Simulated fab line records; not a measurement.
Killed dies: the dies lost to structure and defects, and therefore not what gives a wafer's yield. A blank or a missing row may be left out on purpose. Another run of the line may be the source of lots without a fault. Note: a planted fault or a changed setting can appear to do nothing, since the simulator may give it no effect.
fab line records | flow n5_finfet | part 1 of 2: steps 1 to 24 of 37
[record] lots = 5 | wafers = 15 | last_day = 18
route steps=1938 shown WELL_APT@22 PMOS_HMC_CHANNEL_EPI@57
lots untouched by any fault: they come from a run of this same line in which no faults occurred
start_h: hours from the record's first day to the start of the lot's first wafer shown | wait_h: hours since the lot's step before | " as in the row above | L1.1+2: a row that stands for several wafers | - either no value or no given start | * or withheld: withheld | < > ~ a bound
route shown NAME@n: NAME is a module with steps in the file, n the number in the route of the first one | usual: the fault-free wafers' mean and standard deviation | same: alike in all rows | chamber/n: place in a boat | sites: readings site by site | _std_site: standard deviation of those values | _edge_site: outer sites' mean less inner sites' | radius_mm: for every site, how far away it sits from the centre of the wafer | mask NAME#n: copy n | behind: the last tool/chamber to shape the wafer | hold: cause of the lot's hold/its duration in hours/its outcome | device: which transistor (n, p or np) failed to switch | end of line: at the end of the route, the tests of the same wafers | a step given without rows: its recipe and nothing more | killed: dies that structure and defects cost at the first sort, which is not the same as the wafer's yield | map: shows each die of a wafer: x if killed, . if not, _ if none is there
set.NAME: the setting as run; set.NAME@STEP: as run at that earlier step | model.NAME: the simulator's own value behind a step, which no gauge read
certain route steps with their lots: each step a table, each wafer a row
services: from which hour (start_h, from the record's first day; less than 0 if before it) a tool's chamber was out of use, for how many hours, and why
[[steps]]
[step N5_WELL_APT_EBR_04]
[recipe] solvent = PGMEA | ebr_width_mm = 1.5
[usual] chill_plate_temp_C = 23.00/0.099 | exhaust_pa = 45.2/0.89
lot.wafer | tool           | chamber | start_h | wait_h | chill_plate_temp_C | exhaust_pa
L074.1    | litho_track-03 | 0       | -       | -      | 23.13              | 45.8
L074.5    | "              | 0       | "       | "      | 23.14              | 45.7
L074.6    | "              | 0       | "       | "      | 23.19              | 46.1
L075.2    | litho_track-02 | 0       | -       | -      | 22.89              | 44.9
L075.3    | "              | 0       | "       | "      | 23.02              | 45.4
L075.5    | "              | 0       | "       | "      | 22.90              | 44.6
L082.4    | litho_track-03 | 0       | -       | -      | 22.91              | 44.5
L082.5    | "              | 0       | "       | "      | 23.01              | 46.4
L082.6    | "              | 0       | "       | "      | 22.83              | 44.6
L084.1    | litho_track-03 | 0       | -       | -      | 23.05              | 45.2
L084.2    | "              | 0       | "       | "      | 22.89              | 44.5
L084.5    | "              | 0       | "       | "      | 22.94              | 45.5
L097.3    | litho_track-02 | 0       | -       | -      | 22.99              | 46.2
L097.5    | "              | 0       | "       | "      | 23.01              | 46.0
L097.6    | "              | 0       | "       | "      | 23.04              | 45.0
[step N5_WELL_APT_SOFTBAKE_03]
[recipe] temp_c = 130 | time_s = 60
[usual] chill_plate_temp_C = 22.99/0.1 | exhaust_pa = 45.2/0.87
lot.wafer | tool           | chamber | start_h | wait_h | chill_plate_temp_C | exhaust_pa
L074.1    | litho_track-03 | 0       | -       | -      | 22.96              | 44.4
L074.5    | "              | 0       | "       | "      | 22.99              | 46.0
L074.6    | "              | 0       | "       | "      | 23.03              | 44.5
L075.2    | litho_track-02 | 0       | -       | -      | 23.10              | 44.7
L075.3    | "              | 0       | "       | "      | 23.24              | 45.5
L075.5    | "              | 0       | "       | "      | 23.06              | 44.1
L082.4    | litho_track-03 | 0       | -       | -      | 22.90              | 44.4
L082.5    | "              | 0       | "       | "      | 23.09              | 45.5
L082.6    | "              | 0       | "       | "      | 23.04              | 44.4
L084.1    | litho_track-03 | 0       | -       | -      | 23.02              | 43.7
L084.2    | "              | 0       | "       | "      | 22.98              | 43.4
L084.5    | "              | 0       | "       | "      | 22.98              | 44.1
L097.3    | litho_track-02 | 0       | -       | -      | 23.04              | 43.5
L097.5    | "              | 0       | "       | "      | 22.98              | 45.3
L097.6    | "              | 0       | "       | "      | 22.96              | 44.6
[step N5_WELL_APT_EXPOSE_05]
[recipe] mask_id = NWELL | na = 0.8 | source_shape = conventional | sigma_outer = 0.8 | polarization = unpolarized | defocus_nm = 0 | target_cd_nm = 200 | dose_mj = 20.3
lot.wafer  | tool           | chamber | start_h | wait_h | mask
L074.1+5+6 | krf_scanner-01 | 0       | 13.65   | -      | NWELL#0
L075.2+3+5 | krf_scanner-01 | 0       | 19.41   | -      | NWELL#0
L082.4+5+6 | krf_scanner-02 | 0       | 61.98   | -      | NWELL#0
L084.1+2+5 | krf_scanner-01 | 0       | 73.90   | -      | NWELL#0
L097.3+5+6 | krf_scanner-02 | 0       | 151.65  | -      | NWELL#0
[step N5_WELL_APT_PEB_06]
[recipe] peb_temp_c = 130 | peb_time_s = 90
[usual] chill_plate_temp_C = 22.99/0.1 | exhaust_pa = 45.0/0.89
lot.wafer | tool           | chamber | start_h | wait_h | chill_plate_temp_C | exhaust_pa
L074.1    | litho_track-01 | 0       | 13.71   | 0.1    | 23.02              | 44.9
L074.5    | "              | 0       | "       | "      | 22.97              | 43.6
L074.6    | "              | 0       | "       | "      | 23.12              | 44.6
L075.2    | litho_track-01 | 0       | 19.46   | 0.0    | 22.99              | 45.9
L075.3    | "              | 0       | "       | "      | 22.96              | 44.0
L075.5    | "              | 0       | "       | "      | 22.93              | 45.6
L082.4    | litho_track-02 | 0       | 62.02   | 0.0    | 23.20              | 44.9
L082.5    | "              | 0       | "       | "      | 22.99              | 44.6
L082.6    | "              | 0       | "       | "      | 23.12              | 46.6
L084.1    | litho_track-03 | 0       | 73.96   | 0.1    | 22.89              | 44.8
L084.2    | "              | 0       | "       | "      | 22.91              | 45.7
L084.5    | "              | 0       | "       | "      | 22.84              | 44.1
L097.3    | litho_track-03 | 0       | 151.69  | 0.0    | 23.06              | 44.5
L097.5    | "              | 0       | "       | "      | 23.00              | 43.3
L097.6    | "              | 0       | "       | "      | 23.13              | 45.1
[step N5_WELL_APT_DEVELOP_07]
[recipe] develop_time_s = 45 | rinse_liquid = surfactant_rinse | dry = air_spin | dev_temp_c = 21
[usual] chill_plate_temp_C = 23.04/0.11 | exhaust_pa = 45.0/0.83
lot.wafer | tool           | chamber | start_h | wait_h | chill_plate_temp_C | exhaust_pa
L074.1    | litho_track-01 | 0       | -       | -      | 22.90              | 45.4
L074.5    | "              | 0       | "       | "      | 23.02              | 45.8
L074.6    | "              | 0       | "       | "      | 22.92              | 46.5
L075.2    | litho_track-01 | 0       | -       | -      | 22.96              | 44.6
L075.3    | "              | 0       | "       | "      | 23.02              | 44.9
L075.5    | "              | 0       | "       | "      | 22.96              | 46.5
L082.4    | litho_track-02 | 0       | -       | -      | 23.14              | 44.2
L082.5    | "              | 0       | "       | "      | 23.01              | 45.3
L082.6    | "              | 0       | "       | "      | 23.09              | 44.2
L084.1    | litho_track-03 | 0       | -       | -      | 23.14              | 44.3
L084.2    | "              | 0       | "       | "      | 23.02              | 44.7
L084.5    | "              | 0       | "       | "      | 23.08              | 44.0
L097.3    | litho_track-03 | 0       | -       | -      | 23.10              | 45.7
L097.5    | "              | 0       | "       | "      | 23.04              | 44.6
L097.6    | "              | 0       | "       | "      | 23.24              | 46.3
[step N5_WELL_APT_HARDBAKE_12]
[recipe] temp_c = 130 | time_s = 120
[usual] chill_plate_temp_C = 23.00/0.11 | exhaust_pa = 44.8/0.86
lot.wafer | tool           | chamber | start_h | wait_h | chill_plate_temp_C | exhaust_pa
L074.1    | litho_track-01 | 0       | -       | -      | 22.98              | 44.4
L074.5    | "              | 0       | "       | "      | 22.84              | 44.4
L074.6    | "              | 0       | "       | "      | 22.96              | 46.9
L075.2    | litho_track-01 | 0       | -       | -      | 22.94              | 44.2
L075.3    | "              | 0       | "       | "      | 23.18              | 44.3
L075.5    | "              | 0       | "       | "      | 22.98              | 43.3
L082.4    | litho_track-02 | 0       | -       | -      | 22.95              | 44.6
L082.5    | "              | 0       | "       | "      | 22.94              | 44.1
L082.6    | "              | 0       | "       | "      | 23.06              | 44.9
L084.1    | litho_track-03 | 0       | -       | -      | 22.91              | 44.3
L084.2    | "              | 0       | "       | "      | 23.01              | 44.4
L084.5    | "              | 0       | "       | "      | 23.07              | 44.9
L097.3    | litho_track-03 | 0       | -       | -      | 23.15              | 46.7
L097.5    | "              | 0       | "       | "      | 23.07              | 44.7
L097.6    | "              | 0       | "       | "      | 23.23              | 43.9
[step N5_WELL_APT_CD_MEAS_08]
[recipe] target_cd_nm = 200 | landing_energy_ev = 500 | detector = se_inlens
[usual] cd_nm = 200.1/2
lot.wafer | tool      | chamber | start_h | wait_h | cd_nm
L074.1    | cd_sem-01 | 0       | 13.83   | -      | 199.0
L074.5    | "         | 0       | "       | "      | 200.5
L074.6    | "         | 0       | "       | "      | 202.0
L075.2    | cd_sem-01 | 0       | 19.57   | -      | 199.8
L075.3    | "         | 0       | "       | "      | 198.0
L075.5    | "         | 0       | "       | "      | 197.7
L082.4    | cd_sem-02 | 0       | 62.14   | -      | 202.1
L082.5    | "         | 0       | "       | "      | 202.6
L082.6    | "         | 0       | "       | "      | 202.7
L084.1    | cd_sem-02 | 0       | 74.07   | -      | 196.4
L084.2    | "         | 0       | "       | "      | 198.2
L084.5    | "         | 0       | "       | "      | 196.4
L097.3    | cd_sem-01 | 0       | 151.81  | -      | 199.9
L097.5    | "         | 0       | "       | "      | 198.6
L097.6    | "         | 0       | "       | "      | 201.8
[step N5_WELL_APT_OVL_MEAS_09]
[recipe] points_per_wafer = 44
[usual] NWELL_OVL = 3/6.2
lot.wafer | tool       | chamber | start_h | wait_h | NWELL_OVL[nm]
L074.1    | overlay-01 | 0       | 13.86   | 0.0    | 3
L074.5    | "          | 0       | "       | "      | 6
L074.6    | "          | 0       | "       | "      | 4
L075.2    | overlay-01 | 0       | 19.60   | 0.0    | -1
L075.3    | "          | 0       | "       | "      | 5
L075.5    | "          | 0       | "       | "      | 7
L082.4    | overlay-02 | 0       | 62.16   | 0.0    | 6
L082.5    | "          | 0       | "       | "      | 12
L082.6    | "          | 0       | "       | "      | 3
L084.1    | overlay-02 | 0       | 74.10   | 0.0    | -10
L084.2    | "          | 0       | "       | "      | -8
L084.5    | "          | 0       | "       | "      | -13
L097.3    | overlay-01 | 0       | 151.84  | 0.0    | 14
L097.5    | "          | 0       | "       | "      | 12
L097.6    | "          | 0       | "       | "      | 13
[step N5_WELL_APT_INSPECT_10]
[recipe] mode = adi | inspect_instrument = macro
[usual] raw_defect_count = 1.9/1.4
lot.wafer | tool              | chamber | start_h | wait_h | raw_defect_count
L074.1    | defect_inspect-02 | -       | 13.88   | 0.0    | 0
L074.5    | "                 | -       | "       | "      | 1
L074.6    | "                 | -       | "       | "      | 1
L075.2    | defect_inspect-02 | -       | 19.63   | 0.0    | 3
L075.3    | "                 | -       | "       | "      | 2
L075.5    | "                 | -       | "       | "      | 2
L082.4    | defect_inspect-02 | -       | 62.19   | 0.0    | 4
L082.5    | "                 | -       | "       | "      | 3
L082.6    | "                 | -       | "       | "      | 3
L084.1    | defect_inspect-01 | -       | 74.13   | 0.0    | 2
L084.2    | "                 | -       | "       | "      | 3
L084.5    | "                 | -       | "       | "      | 0
L097.3    | defect_inspect-02 | -       | 151.86  | 0.0    | 3
L097.5    | "                 | -       | "       | "      | 1
L097.6    | "                 | -       | "       | "      | 6
[step N5_WELL_APT_DESCUM_13]
[recipe] chemistry = O2 | time_s = 7.9 | source_power_w = 50 | bias_power_w = 20 | pressure_mtorr = 20 | rf_frequency_hz = 2.712e+07 | temp_c = 40 | o2_flow_sccm = 225
[usual] drypump_motor_current_A = 5.6/0.49 | oes_product_au = 0.77/0.089 | rf_vpp_V = 242.9/1.4 | showerhead_plenum_p_Torr = 2.08/0.062 | throttle_valve_pct = 20.45/0.24
lot.wafer | tool        | chamber | start_h | wait_h | drypump_motor_current_A | oes_product_au | rf_hours_counter_h | rf_vpp_V | showerhead_plenum_p_Torr | throttle_valve_pct
L074.1    | rie_diel-02 | 0       | 13.91   | 0.0    | 5.1                     | 0.74           | 158                | 242.6    | 1.99                     | 20.74
L074.5    | "           | 3       | "       | "      | 5.3                     | 0.71           | -                  | 241.8    | 1.99                     | 20.57
L074.6    | "           | 1       | "       | "      | 6.4                     | 0.71           | -                  | 243.0    | 2.07                     | 20.04
L075.2    | rie_diel-02 | 0       | 19.97   | 0.3    | 5.1                     | 0.75           | 161                | 241.9    | 1.99                     | 20.74
L075.3    | "           | 3       | "       | "      | 5.3                     | 0.71           | 226                | 241.5    | 1.99                     | 20.59
L075.5    | "           | 1       | "       | "      | 6.4                     | 0.71           | -                  | 241.6    | 2.07                     | 20.06
L082.4    | rie_diel-03 | 2       | 62.31   | 0.1    | 5.9                     | 0.73           | 176                | 242.6    | 2.10                     | 20.43
L082.5    | "           | 1       | "       | "      | 5.3                     | 0.89           | -                  | 242.0    | 2.07                     | 20.22
L082.6    | "           | 2       | "       | "      | 5.9                     | 0.74           | -                  | 243.1    | 2.10                     | 20.43
L084.1    | rie_diel-03 | 2       | 74.28   | 0.2    | 5.9                     | 0.74           | 181                | 243.4    | 2.09                     | 20.44
L084.2    | "           | 3       | "       | "      | 5.1                     | 0.77           | 106                | 244.4    | 2.18                     | 20.22
L084.5    | "           | 2       | "       | "      | 5.9                     | 0.73           | -                  | 242.8    | 2.09                     | 20.46
L097.3    | rie_diel-04 | 0       | 151.89  | 0.0    | 4.9                     | 0.68           | 247                | 242.8    | 2.04                     | 20.53
L097.5    | "           | 0       | "       | "      | 5.0                     | 0.68           | -                  | 242.6    | 2.04                     | 20.52
L097.6    | "           | 3       | "       | "      | 6.2                     | 0.69           | -                  | 241.2    | 2.06                     | 20.51
[step N5_WELL_APT_IMPLANT_14]
[recipe] species = P | energy_kev = 160 | dose_cm2 = 1.5e+13 | tilt_deg = 0 | rotation_deg = 0
lot.wafer  | tool         | chamber | start_h | wait_h
L074.1+5+6 | implanter-02 | 0       | 14.01   | 0.1
L075.2+3+5 | implanter-02 | 0       | 20.10   | 0.1
L082.4+5+6 | implanter-02 | 0       | 62.50   | 0.2
L084.1+2+5 | implanter-01 | 0       | 74.38   | 0.1
L097.3+5+6 | implanter-02 | 0       | 152.06  | 0.1
[step N5_WELL_APT_IMPLANT_15]
[recipe] species = As | energy_kev = 25 | dose_cm2 = 1.5e+13 | tilt_deg = 0 | rotation_deg = 0
lot.wafer  | tool         | chamber | start_h | wait_h
L074.1+5+6 | implanter-02 | 0       | 14.19   | 0.1
L075.2+3+5 | implanter-02 | 0       | 20.28   | 0.1
L082.4+5+6 | implanter-02 | 0       | 62.68   | 0.1
L084.1+2+5 | implanter-01 | 0       | 74.56   | 0.1
L097.3+5+6 | implanter-02 | 0       | 152.24  | 0.1
[step N5_WELL_APT_STRIP_16]
[recipe] chemistry = SPM | time_s = 900 | temp_c = 130 | h2so4_h2o2_vol_ratio = 4 | dry = ipa_marangoni
lot.wafer  | tool         | chamber | start_h | wait_h
L074.1+5+6 | wet_bench-01 | 2,6,3   | 14.40   | 0.2
L075.2+3+5 | wet_bench-01 | 3,4,1   | 20.46   | 0.1
L082.4+5+6 | wet_bench-03 | 6,2,5   | 62.80   | 0.1
L084.1+2+5 | wet_bench-03 | 6,3,2   | 74.77   | 0.2
L097.3+5+6 | wet_bench-03 | 6,2,0   | 152.39  | 0.1
[step N5_WELL_APT_HMDS_18]
[recipe] time_s = 60 | temp_c = 120
[usual] chill_plate_temp_C = 23.02/0.11 | exhaust_pa = 45.2/0.95
lot.wafer | tool           | chamber | start_h | wait_h | chill_plate_temp_C | exhaust_pa
L074.1    | litho_track-02 | 0       | 14.68   | 0.0    | 22.81              | 45.5
L074.5    | "              | 0       | "       | "      | 23.13              | 46.7
L074.6    | "              | 0       | "       | "      | 23.03              | 44.6
L075.2    | litho_track-03 | 0       | 20.74   | 0.0    | 22.96              | 44.9
L075.3    | "              | 0       | "       | "      | 23.04              | 45.6
L075.5    | "              | 0       | "       | "      | 22.86              | 45.5
L082.4    | litho_track-01 | 0       | 63.07   | 0.0    | 23.14              | 45.0
L082.5    | "              | 0       | "       | "      | 22.95              | 44.8
L082.6    | "              | 0       | "       | "      | 23.02              | 43.4
L084.1    | litho_track-01 | 0       | 75.04   | 0.0    | 22.88              | 44.0
L084.2    | "              | 0       | "       | "      | 22.79              | 44.4
L084.5    | "              | 0       | "       | "      | 22.97              | 45.0
L097.3    | litho_track-02 | 0       | 152.69  | 0.0    | 22.90              | 45.2
L097.5    | "              | 0       | "       | "      | 22.92              | 44.9
L097.6    | "              | 0       | "       | "      | 23.00              | 44.8
[step N5_WELL_APT_COAT_19]
[recipe] spin_rpm = 1357 | resist_thk_nm = 950
[usual] chill_plate_temp_C = 22.97/0.1 | exhaust_pa = 44.8/0.86
lot.wafer | tool           | chamber | start_h | wait_h | chill_plate_temp_C | exhaust_pa
L074.1    | litho_track-02 | 0       | -       | -      | 23.15              | 45.0
L074.5    | "              | 0       | "       | "      | 23.00              | 46.2
L074.6    | "              | 0       | "       | "      | 23.13              | 43.8
L075.2    | litho_track-03 | 0       | -       | -      | 22.89              | 44.4
L075.3    | "              | 0       | "       | "      | 22.88              | 44.3
L075.5    | "              | 0       | "       | "      | 22.94              | 44.6
L082.4    | litho_track-01 | 0       | -       | -      | 22.96              | 44.7
L082.5    | "              | 0       | "       | "      | 22.92              | 46.2
L082.6    | "              | 0       | "       | "      | 22.98              | 45.9
L084.1    | litho_track-01 | 0       | -       | -      | 23.08              | 45.1
L084.2    | "              | 0       | "       | "      | 22.89              | 45.7
L084.5    | "              | 0       | "       | "      | 22.77              | 46.4
L097.3    | litho_track-02 | 0       | -       | -      | 22.94              | 45.3
L097.5    | "              | 0       | "       | "      | 23.14              | 46.1
L097.6    | "              | 0       | "       | "      | 23.04              | 44.8
[step N5_WELL_APT_EBR_21]
[recipe] solvent = PGMEA | ebr_width_mm = 1.5
[usual] chill_plate_temp_C = 23.00/0.13 | exhaust_pa = 44.9/0.92
lot.wafer | tool           | chamber | start_h | wait_h | chill_plate_temp_C | exhaust_pa
L074.1    | litho_track-02 | 0       | -       | -      | 23.01              | 45.4
L074.5    | "              | 0       | "       | "      | 23.15              | 44.7
L074.6    | "              | 0       | "       | "      | 23.09              | 44.5
L075.2    | litho_track-03 | 0       | -       | -      | 22.97              | 44.4
L075.3    | "              | 0       | "       | "      | 23.05              | 43.4
L075.5    | "              | 0       | "       | "      | 23.06              | 42.7
L082.4    | litho_track-01 | 0       | -       | -      | 23.13              | 45.8
L082.5    | "              | 0       | "       | "      | 22.97              | 44.7
L082.6    | "              | 0       | "       | "      | 22.97              | 44.0
L084.1    | litho_track-01 | 0       | -       | -      | 22.81              | 45.0
L084.2    | "              | 0       | "       | "      | 22.82              | 46.3
L084.5    | "              | 0       | "       | "      | 22.85              | 45.3
L097.3    | litho_track-02 | 0       | -       | -      | 22.88              | 44.4
L097.5    | "              | 0       | "       | "      | 22.97              | 44.2
L097.6    | "              | 0       | "       | "      | 22.77              | 44.3
[step N5_WELL_APT_SOFTBAKE_20]
[recipe] temp_c = 130 | time_s = 60
[usual] chill_plate_temp_C = 23.01/0.094 | exhaust_pa = 44.9/0.82
lot.wafer | tool           | chamber | start_h | wait_h | chill_plate_temp_C | exhaust_pa
L074.1    | litho_track-02 | 0       | -       | -      | 23.23              | 46.1
L074.5    | "              | 0       | "       | "      | 23.17              | 45.0
L074.6    | "              | 0       | "       | "      | 23.14              | 45.3
L075.2    | litho_track-03 | 0       | -       | -      | 23.07              | 45.8
L075.3    | "              | 0       | "       | "      | 23.10              | 44.8
L075.5    | "              | 0       | "       | "      | 23.02              | 45.4
L082.4    | litho_track-01 | 0       | -       | -      | 23.17              | 45.6
L082.5    | "              | 0       | "       | "      | 23.10              | 45.3
L082.6    | "              | 0       | "       | "      | 23.06              | 44.6
L084.1    | litho_track-01 | 0       | -       | -      | 22.99              | 44.1
L084.2    | "              | 0       | "       | "      | 22.95              | 45.5
L084.5    | "              | 0       | "       | "      | 22.98              | 44.3
L097.3    | litho_track-02 | 0       | -       | -      | 23.13              | 44.7
L097.5    | "              | 0       | "       | "      | 22.99              | 44.2
L097.6    | "              | 0       | "       | "      | 22.85              | 45.0
[step N5_WELL_APT_EXPOSE_22]
[recipe] mask_id = PWELL | na = 0.8 | source_shape = conventional | sigma_outer = 0.8 | polarization = unpolarized | defocus_nm = 0 | target_cd_nm = 200 | dose_mj = 23.2
lot.wafer  | tool           | chamber | start_h | wait_h | mask
L074.1+5+6 | krf_scanner-02 | 0       | 14.78   | -      | PWELL#0
L075.2+3+5 | krf_scanner-02 | 0       | 20.84   | -      | PWELL#0
L082.4+5+6 | krf_scanner-02 | 0       | 63.19   | -      | PWELL#0
L084.1+2+5 | krf_scanner-01 | 0       | 75.27   | -      | PWELL#0
L097.3+5+6 | krf_scanner-02 | 0       | 152.92  | -      | PWELL#0
[step N5_WELL_APT_PEB_23]
[recipe] peb_temp_c = 130 | peb_time_s = 90
[usual] chill_plate_temp_C = 22.99/0.099 | exhaust_pa = 44.9/1.1
lot.wafer | tool           | chamber | start_h | wait_h | chill_plate_temp_C | exhaust_pa
L074.1    | litho_track-02 | 0       | 14.83   | 0.1    | 23.02              | 46.0
L074.5    | "              | 0       | "       | "      | 22.94              | 45.3
L074.6    | "              | 0       | "       | "      | 23.22              | 46.0
L075.2    | litho_track-01 | 0       | 20.89   | 0.0    | 22.97              | 43.1
L075.3    | "              | 0       | "       | "      | 23.03              | 43.8
L075.5    | "              | 0       | "       | "      | 22.95              | 44.6
L082.4    | litho_track-02 | 0       | 63.23   | 0.0    | 23.10              | 44.5
L082.5    | "              | 0       | "       | "      | 22.90              | 44.2
L082.6    | "              | 0       | "       | "      | 22.97              | 45.8
L084.1    | litho_track-02 | 0       | 75.32   | 0.1    | 22.88              | 46.8
L084.2    | "              | 0       | "       | "      | 22.97              | 44.9
L084.5    | "              | 0       | "       | "      | 23.02              | 46.4
L097.3    | litho_track-01 | 0       | 152.97  | 0.0    | 22.78              | 46.0
L097.5    | "              | 0       | "       | "      | 22.99              | 46.2
L097.6    | "              | 0       | "       | "      | 22.82              | 45.4
[step N5_WELL_APT_DEVELOP_24]
[recipe] develop_time_s = 45 | rinse_liquid = surfactant_rinse | dry = air_spin | dev_temp_c = 21
[usual] chill_plate_temp_C = 22.98/0.11 | exhaust_pa = 45.1/0.88
lot.wafer | tool           | chamber | start_h | wait_h | chill_plate_temp_C | exhaust_pa
L074.1    | litho_track-02 | 0       | -       | -      | 22.84              | 45.5
L074.5    | "              | 0       | "       | "      | 23.02              | 46.2
L074.6    | "              | 0       | "       | "      | 22.98              | 45.5
L075.2    | litho_track-01 | 0       | -       | -      | 22.94              | 45.6
L075.3    | "              | 0       | "       | "      | 23.20              | 45.5
L075.5    | "              | 0       | "       | "      | 23.27              | 45.0
L082.4    | litho_track-02 | 0       | -       | -      | 22.92              | 45.4
L082.5    | "              | 0       | "       | "      | 23.10              | 44.5
L082.6    | "              | 0       | "       | "      | 22.94              | 44.3
L084.1    | litho_track-02 | 0       | -       | -      | 22.87              | 45.1
L084.2    | "              | 0       | "       | "      | 22.88              | 43.3
L084.5    | "              | 0       | "       | "      | 22.91              | 44.8
L097.3    | litho_track-01 | 0       | -       | -      | 22.84              | 44.9
L097.5    | "              | 0       | "       | "      | 22.79              | 45.4
L097.6    | "              | 0       | "       | "      | 22.77              | 44.7
[step N5_WELL_APT_HARDBAKE_29]
[recipe] temp_c = 130 | time_s = 120
[usual] chill_plate_temp_C = 23.01/0.098 | exhaust_pa = 45.0/0.99
lot.wafer | tool           | chamber | start_h | wait_h | chill_plate_temp_C | exhaust_pa
L074.1    | litho_track-02 | 0       | -       | -      | 23.00              | 44.4
L074.5    | "              | 0       | "       | "      | 23.04              | 45.5
L074.6    | "              | 0       | "       | "      | 22.94              | 44.8
L075.2    | litho_track-01 | 0       | -       | -      | 23.14              | 47.4
L075.3    | "              | 0       | "       | "      | 23.10              | 44.3
L075.5    | "              | 0       | "       | "      | 23.01              | 46.2
L082.4    | litho_track-02 | 0       | -       | -      | 22.90              | 45.0
L082.5    | "              | 0       | "       | "      | 23.07              | 42.5
L082.6    | "              | 0       | "       | "      | 23.00              | 42.8
L084.1    | litho_track-02 | 0       | -       | -      | 22.94              | 45.0
L084.2    | "              | 0       | "       | "      | 22.85              | 43.8
L084.5    | "              | 0       | "       | "      | 22.88              | 44.4
L097.3    | litho_track-01 | 0       | -       | -      | 23.09              | 46.4
L097.5    | "              | 0       | "       | "      | 23.14              | 45.1
L097.6    | "              | 0       | "       | "      | 23.00              | 45.1
[step N5_WELL_APT_CD_MEAS_25]
[recipe] target_cd_nm = 200 | landing_energy_ev = 500 | detector = se_inlens
[usual] cd_nm = 199.0/1.9
lot.wafer | tool      | chamber | start_h | wait_h | cd_nm
L074.1    | cd_sem-01 | 0       | 14.95   | -      | 197.4
L074.5    | "         | 0       | "       | "      | 201.0
L074.6    | "         | 0       | "       | "      | 197.9
L075.2    | cd_sem-03 | 0       | 21.01   | -      | 202.7
L075.3    | "         | 0       | "       | "      | 196.8
L075.5    | "         | 0       | "       | "      | 197.6
L082.4    | cd_sem-02 | 0       | 63.35   | -      | 199.5
L082.5    | "         | 0       | "       | "      | 197.5
L082.6    | "         | 0       | "       | "      | 195.4
L084.1    | cd_sem-01 | 0       | 75.44   | -      | 204.9
L084.2    | "         | 0       | "       | "      | 198.8
L084.5    | "         | 0       | "       | "      | 201.7
L097.3    | cd_sem-01 | 0       | 153.08  | -      | 202.2
L097.5    | "         | 0       | "       | "      | 199.2
L097.6    | "         | 0       | "       | "      | 195.8
[step N5_WELL_APT_OVL_MEAS_26]
[recipe] points_per_wafer = 44
[usual] PWELL_OVL = 1/6.8
lot.wafer | tool       | chamber | start_h | wait_h | PWELL_OVL[nm]
L074.1    | overlay-02 | 0       | 14.98   | 0.0    | 3
L074.5    | "          | 0       | "       | "      | 9
L074.6    | "          | 0       | "       | "      | 1
L075.2    | overlay-01 | 0       | 21.04   | 0.0    | 17
L075.3    | "          | 0       | "       | "      | 5
L075.5    | "          | 0       | "       | "      | 8
L082.4    | overlay-02 | 0       | 63.38   | 0.0    | 3
L082.5    | "          | 0       | "       | "      | 11
L082.6    | "          | 0       | "       | "      | 1
L084.1    | overlay-01 | 0       | 75.47   | 0.0    | 0
L084.2    | "          | 0       | "       | "      | -2
L084.5    | "          | 0       | "       | "      | -7
L097.3    | overlay-02 | 0       | 153.11  | 0.0    | -7
L097.5    | "          | 0       | "       | "      | 2
L097.6    | "          | 0       | "       | "      | 2
[step N5_WELL_APT_INSPECT_27]
[recipe] mode = adi | inspect_instrument = macro
[usual] raw_defect_count = 2.1/1.5
lot.wafer | tool              | chamber | start_h | wait_h | raw_defect_count
L074.1    | defect_inspect-01 | -       | 15.00   | 0.0    | 0
L074.5    | "                 | -       | "       | "      | 3
L074.6    | "                 | -       | "       | "      | 2
L075.2    | defect_inspect-02 | -       | 21.06   | 0.0    | 2
L075.3    | "                 | -       | "       | "      | 5
L075.5    | "                 | -       | "       | "      | 5
L082.4    | defect_inspect-01 | -       | 63.40   | 0.0    | 2
L082.5    | "                 | -       | "       | "      | 2
L082.6    | "                 | -       | "       | "      | 1
L084.1    | defect_inspect-02 | -       | 75.49   | 0.0    | 3
L084.2    | "                 | -       | "       | "      | 3
L084.5    | "                 | -       | "       | "      | 0
L097.3    | defect_inspect-01 | -       | 153.14  | 0.0    | 2
L097.5    | "                 | -       | "       | "      | 3
L097.6    | "                 | -       | "       | "      | 1
